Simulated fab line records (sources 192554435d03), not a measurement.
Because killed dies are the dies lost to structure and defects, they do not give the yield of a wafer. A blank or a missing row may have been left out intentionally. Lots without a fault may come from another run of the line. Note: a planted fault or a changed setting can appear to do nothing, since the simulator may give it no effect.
Split-lot trial :: flow n5Finfet :: 7 lots, 21 wafers read, on a route of 1938 steps

THE SPLIT ITSELF
At N5_BEOL_M4_TRENCH_ETCH_37 (etches SiOC in C4F6/O2, target depth 55.555 nm, time 29.2 s), the setting biasW was moved away from the recipe's 185 W on 9 of the 21 wafers read, by -15.1% to +12.3%. This setting was run at the recipe's value on the other wafers.

The reading is taken at the split's own step.

THE READING
rfVppV, in V, at N5_BEOL_M4_TRENCH_ETCH_37 (etches SiOC in C4F6/O2, target depth 55.555 nm, time 29.2 s). On this fab line, fault-free wafers typically give 665 V with a standard deviation of 7.1 V.

wafer: L079.2
tool, chamber at the split: rieDiel-03, 1
biasW as run, W: 185
against the recipe: recipe
rfVppV, V: 658
against lot-mates on the recipe: -

wafer: L079.4
tool, chamber at the split: rieDiel-03, 0
biasW as run, W: 194.8
against the recipe: +5.3%
rfVppV, V: 695
against lot-mates on the recipe: +37

wafer: L079.5
tool, chamber at the split: rieDiel-03, 3
biasW as run, W: 194.8
against the recipe: +5.3%
rfVppV, V: 693
against lot-mates on the recipe: +35

wafer: L084.1
tool, chamber at the split: rieDiel-01, 1
biasW as run, W: 203.3
against the recipe: +9.9%
rfVppV, V: 709
against lot-mates on the recipe: +54

wafer: L084.4
tool, chamber at the split: rieDiel-01, 3
biasW as run, W: 203.3
against the recipe: +9.9%
rfVppV, V: 723
against lot-mates on the recipe: +68

wafer: L084.6
tool, chamber at the split: rieDiel-01, 2
biasW as run, W: 185
against the recipe: recipe
rfVppV, V: 655
against lot-mates on the recipe: -

wafer: L082.2
tool, chamber at the split: rieDiel-04, 1
biasW as run, W: 157
against the recipe: -15.1%
rfVppV, V: 587
against lot-mates on the recipe: -76

wafer: L082.4
tool, chamber at the split: rieDiel-04, 3
biasW as run, W: 185
against the recipe: recipe
rfVppV, V: 659
against lot-mates on the recipe: -

wafer: L082.5
tool, chamber at the split: rieDiel-04, 1
biasW as run, W: 185
against the recipe: recipe
rfVppV, V: 668
against lot-mates on the recipe: -

wafer: L080.1
tool, chamber at the split: rieDiel-03, 3
biasW as run, W: 185
against the recipe: recipe
rfVppV, V: 665
against lot-mates on the recipe: -

wafer: L080.2
tool, chamber at the split: rieDiel-03, 0
biasW as run, W: 185
against the recipe: recipe
rfVppV, V: 668
against lot-mates on the recipe: -

wafer: L080.6
tool, chamber at the split: rieDiel-03, 3
biasW as run, W: 185
against the recipe: recipe
rfVppV, V: 662
against lot-mates on the recipe: -

wafer: L092.1
tool, chamber at the split: rieDiel-04, 0
biasW as run, W: 185
against the recipe: recipe
rfVppV, V: 669
against lot-mates on the recipe: -

wafer: L092.2
tool, chamber at the split: rieDiel-04, 2
biasW as run, W: 163.1
against the recipe: -11.8%
rfVppV, V: 611
against lot-mates on the recipe: -58

wafer: L092.5
tool, chamber at the split: rieDiel-04, 1
biasW as run, W: 163.1
against the recipe: -11.8%
rfVppV, V: 605
against lot-mates on the recipe: -64

wafer: L091.1
tool, chamber at the split: rieDiel-04, 3
biasW as run, W: 207.8
against the recipe: +12.3%
rfVppV, V: 723
against lot-mates on the recipe: +48

wafer: L091.3
tool, chamber at the split: rieDiel-04, 2
biasW as run, W: 207.8
against the recipe: +12.3%
rfVppV, V: 740
against lot-mates on the recipe: +65

wafer: L091.4
tool, chamber at the split: rieDiel-04, 2
biasW as run, W: 185
against the recipe: recipe
rfVppV, V: 675
against lot-mates on the recipe: -

wafer: L097.2
tool, chamber at the split: rieDiel-03, 3
biasW as run, W: 185
against the recipe: recipe
rfVppV, V: 662
against lot-mates on the recipe: -

wafer: L097.5
tool, chamber at the split: rieDiel-03, 2
biasW as run, W: 185
against the recipe: recipe
rfVppV, V: 674
against lot-mates on the recipe: -

wafer: L097.6
tool, chamber at the split: rieDiel-03, 3
biasW as run, W: 185
against the recipe: recipe
rfVppV, V: 662
against lot-mates on the recipe: -

FIT RESULTS
A straight line over all 21 wafers: rfVppV changes by +5.14 V for each +1% of biasW; r = +0.99; the points scatter about the line by 6.2 V.
The same after taking each lot's own level away (the mean of its wafers on the recipe; 21 wafers): +5.23 V for each +1%; r = +0.99; scatter 6.6 V.
On that fit, the largest move of biasW shifts the reading by 79 V.
The span of the lots' own levels, 655.0 to 675.0 V, comes to 2.8 times the standard deviation stated above.
The two slopes are in agreement: the lot-to-lot level therefore moves the slope only a little.
Check: with one of the wafers moved furthest among these (-15.1%) left out of the fit, the line predicts -78.5 V for it against its lot-mates. Against them it came out at -76.5 V.
Tool readings at the split's step, against how far the setting was moved: rfVppV r = +0.99.

THE OTHER SPLITS THESE WAFERS WENT THROUGH
Before the reading, these wafers also passed through other splits. Each is held against what the fit with the lots' levels taken away leaves over:
other split on the same wafers: N5_BEOL_M2_EXPOSE_08 doseMj
wafers away from the commonest value: 8
r with rfVppV (lot level and that fit taken away): +0.06

other split on the same wafers: N5_BEOL_M2_TRENCH_ETCH_37 biasW
wafers away from the commonest value: 4
r with rfVppV (lot level and that fit taken away): +0.04

other split on the same wafers: N5_BEOL_M3_ETCH_70 sourceW
wafers away from the commonest value: 7
r with rfVppV (lot level and that fit taken away): +0.01

other split on the same wafers: N5_BEOL_M3_ETCH_41 targetDepthA
wafers away from the commonest value: 5
r with rfVppV (lot level and that fit taken away): +0.01

other split on the same wafers: N5_BEOL_M4_ETCH_70 biasW
wafers away from the commonest value: 8
r with rfVppV (lot level and that fit taken away): -0.05

FILE'S OWN FIT
rfVppV changes by +5.17 V for each +1% of biasW, r = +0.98.
